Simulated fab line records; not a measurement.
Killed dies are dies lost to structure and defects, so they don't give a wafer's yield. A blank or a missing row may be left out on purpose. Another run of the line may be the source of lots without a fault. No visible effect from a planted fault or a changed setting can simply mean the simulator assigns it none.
Which tool was responsible? -- flow n5Finfet -- 24 lots with 72 wafers sampled at 4 steps, on a route of 1938 steps

## WHAT THE GAUGES READ, wafer by wafer
N5_BEOL_M6_OCD_MEAS_38.
lot,measured,on,trenchDepthNm (nm)
L074,day 8 10:46,ocd-01,93.2 93.9 93.1
L076,day 8 23:02,ocd-01,89.9 93.5 93.4
L075,day 9 01:25,ocd-01,93.1 91.9 90.9
L077,day 9 04:12,ocd-01,94.7 92.5 91.8
L078,day 9 11:34,ocd-01,91.8 88.4 93.1
L079,day 9 21:10,ocd-02,91.5 92.0 92.3
L081,day 10 01:19,ocd-01,93.5 90.8 94.2
L080,day 10 07:31,ocd-01,93.3 93.0 89.2
L082,day 10 13:04,ocd-01,94.8 94.5 92.8
L083,day 10 22:32,ocd-02,92.7 93.2 92.7
L084,day 10 23:18,ocd-01,91.4 96.5 91.4
L086,day 11 16:12,ocd-02,90.3 92.0 94.8
L085,day 11 21:33,ocd-02,93.7 94.6 92.7
L088,day 11 21:14,ocd-01,93.0 93.8 98.5
L087,day 12 02:00,ocd-02,90.8 89.2 93.2
L089,day 12 07:43,ocd-02,96.3 95.0 93.5
L091,day 13 00:18,ocd-02,97.8 93.0 93.0
L093,day 13 09:29,ocd-02,93.4 93.9 94.5
L090,day 13 11:16,ocd-01,91.6 93.1 90.0
L092,day 13 20:28,ocd-01,93.8 94.0 94.4
L094,day 14 02:43,ocd-01,94.8 94.2 92.1
L095,day 14 05:11,ocd-02,94.9 93.8 91.0
L096,day 14 10:38,ocd-01,90.9 94.2 91.0
L097,day 14 17:40,ocd-01,90.5 91.2 95.0

N5_BEOL_M7_INSPECT_30: inspects for defects (brightfield).
lot,measured,on,rawDefectCount
L074,day 8 16:54,defectInspect-02,443 566 380
L076,day 9 05:04,defectInspect-02,502 413 422
L075,day 9 07:10,defectInspect-02,364 414 395
L077,day 9 11:13,defectInspect-02,321 357 313
L078,day 9 19:56,defectInspect-02,354 342 399
L079,day 10 06:55,defectInspect-01,419 522 508
L081,day 10 09:08,defectInspect-02,632 487 414
L080,day 10 15:04,defectInspect-01,483 413 446
L082,day 10 21:47,defectInspect-01,353 486 414
L083,day 11 07:03,defectInspect-01,345 352 422
L084,day 11 09:25,defectInspect-01,547 685 545
L086,day 11 22:47,defectInspect-01,355 467 427
L085,day 12 04:55,defectInspect-02,515 420 332
L088,day 12 04:58,defectInspect-02,382 502 357
L087,day 12 09:43,defectInspect-01,334 511 456
L089,day 12 13:54,defectInspect-02,511 591 587
L091,day 13 07:39,defectInspect-01,385 491 435
L093,day 13 17:29,defectInspect-02,264 207 388
L090,day 13 17:19,defectInspect-02,378 325 323
L092,day 14 04:35,defectInspect-01,280 359 326
L094,day 14 13:02,defectInspect-01,666 502 482
L095,day 14 13:43,defectInspect-02,630 363 521
L096,day 14 17:26,defectInspect-01,479 414 317
L097,day 15 01:25,defectInspect-01,553 358 424

## WHICH TOOL RAN EACH LOT (tool, then ch and the chambers of the sampled wafers, then the start)
lot,N5_BEOL_M6_ILD_DEP_00,N5_BEOL_M6_DEGAS_44
L074,"pecvd-04 ch 0,1, day 8 06:52","pvdSputter-01, day 8 11:28"
L076,"pecvd-03 ch 1,2, day 8 17:38","pvdSputter-01, day 8 23:53"
L075,"pecvd-03 ch 0,1,2, day 8 20:17","pvdSputter-02, day 9 02:25"
L077,"pecvd-03 ch 0,1,2, day 9 00:44","pvdSputter-03, day 9 05:32"
L078,"pecvd-03 ch 0,1,2, day 9 08:46","pvdSputter-02, day 9 12:13"
L079,"pecvd-03 ch 0,1, day 9 16:16","pvdSputter-02, day 9 22:53"
L081,"pecvd-04 ch 0,1,2, day 9 21:26","pvdSputter-02, day 10 02:44"
L080,"pecvd-01 ch 0,1,2, day 10 01:44","pvdSputter-02, day 10 08:14"
L082,"pecvd-01 ch 0,2, day 10 09:18","pvdSputter-01, day 10 14:52"
L083,"pecvd-04 ch 1,2, day 10 17:18","pvdSputter-02, day 10 23:29"
L084,"pecvd-03 ch 1,2, day 10 17:47","pvdSputter-02, day 10 23:49"
L086,"pecvd-03 ch 1,2, day 11 08:38","pvdSputter-03, day 11 16:59"
L085,"pecvd-04 ch 0,1, day 11 12:52","pvdSputter-02, day 11 22:23"
L088,"pecvd-04 ch 0,1, day 11 17:17","pvdSputter-02, day 11 22:01"
L087,"pecvd-01 ch 0,1,2, day 11 22:28","pvdSputter-03, day 12 02:46"
L089,"pecvd-01 ch 1,2, day 12 02:10","pvdSputter-02, day 12 08:32"
L091,"pecvd-03 ch 1,2, day 12 20:13","pvdSputter-03, day 13 01:05"
L093,"pecvd-03 ch 1, day 13 04:52","pvdSputter-01, day 13 10:46"
L090,"pecvd-04 ch 0,1, day 13 05:20","pvdSputter-02, day 13 12:07"
L092,"pecvd-03 ch 1,2, day 13 15:32","pvdSputter-01, day 13 21:13"
L094,"pecvd-04 ch 0,1,2, day 13 21:52","pvdSputter-02, day 14 03:19"
L095,"pecvd-04 ch 0,1, day 14 01:16","pvdSputter-02, day 14 06:07"
L096,"pecvd-04 ch 0,1, day 14 03:31","pvdSputter-02, day 14 11:10"
L097,"pecvd-01 ch 1,2, day 14 12:14","pvdSputter-01, day 14 18:28"
- N5_BEOL_M6_ILD_DEP_00: deposits SiCOH lowk from DEMS/porogen, target thk 179.75 nm, time 33.4 s.
- N5_BEOL_M6_DEGAS_44: time 60 s.

## AS READ BY THE TOOLS THEMSELVES (means over the sampled wafers that have a number; for cases with no such wafer, the mark the record gives instead)
N5_BEOL_M6_ILD_DEP_00.
lot,tool,heaterPowerW (W),showerheadPlenumPTorr (Torr),throttleValvePct (%)
L074,pecvd-04,328,5.741,15.0
L076,pecvd-03,332,5.746,13.2
L075,pecvd-03,339,5.755,13.5
L077,pecvd-03,330,5.752,13.5
L078,pecvd-03,322,5.748,13.6
L079,pecvd-03,303,5.747,13.8
L081,pecvd-04,353,5.736,14.4
L080,pecvd-01,347,5.744,13.6
L082,pecvd-01,334,5.742,13.1
L083,pecvd-04,383,5.730,14.2
L084,pecvd-03,315,5.738,13.0
L086,pecvd-03,366,5.740,12.9
L085,pecvd-04,350,5.751,14.8
L088,pecvd-04,360,5.749,14.9
L087,pecvd-01,351,5.748,13.6
L089,pecvd-01,356,5.746,14.0
L091,pecvd-03,352,5.743,12.9
L093,pecvd-03,284,5.726,13.6
L090,pecvd-04,358,5.745,14.9
L092,pecvd-03,331,5.748,13.0
L094,pecvd-04,333,5.744,14.4
L095,pecvd-04,353,5.743,15.1
L096,pecvd-04,353,5.738,14.8
L097,pecvd-01,351,5.756,14.0

N5_BEOL_M6_DEGAS_44.
lot,tool,heaterPowerW (W)
L074,pvdSputter-01,296
L076,pvdSputter-01,313
L075,pvdSputter-02,358
L077,pvdSputter-03,335
L078,pvdSputter-02,346
L079,pvdSputter-02,373
L081,pvdSputter-02,378
L080,pvdSputter-02,355
L082,pvdSputter-01,318
L083,pvdSputter-02,333
L084,pvdSputter-02,361
L086,pvdSputter-03,332
L085,pvdSputter-02,348
L088,pvdSputter-02,348
L087,pvdSputter-03,336
L089,pvdSputter-02,347
L091,pvdSputter-03,349
L093,pvdSputter-01,300
L090,pvdSputter-02,345
L092,pvdSputter-01,260
L094,pvdSputter-02,364
L095,pvdSputter-02,357
L096,pvdSputter-02,340
L097,pvdSputter-01,291

## THE ANSWER, worked out from the rows above alone
Rule: what is usual is taken from the lots themselves. Put in order of their means at a reading, lots are off if they are a third of the lots or fewer, leave a main group of 4 or more, and stand apart from it by a gap of 3 or more times the standard deviation of the main group's means; of several such gaps the widest counts. If all means in a main group match to the digits the tables above print for the reading, that group is not used. A lot without any number at a reading at which 4 lots or more have one is off too. The other lots that the step has rows for count as sound. First the gauges in route order, then the tools' own readings, where a lot's mean is used as printed above. The first step at which some lot is off is used, and at that step the reading that is off furthest; a lot without a number counts as furthest.
Nothing can be told from this: no lot is off at any reading shown.

## WHAT HAD BEEN PUT IN BY THE SIMULATOR
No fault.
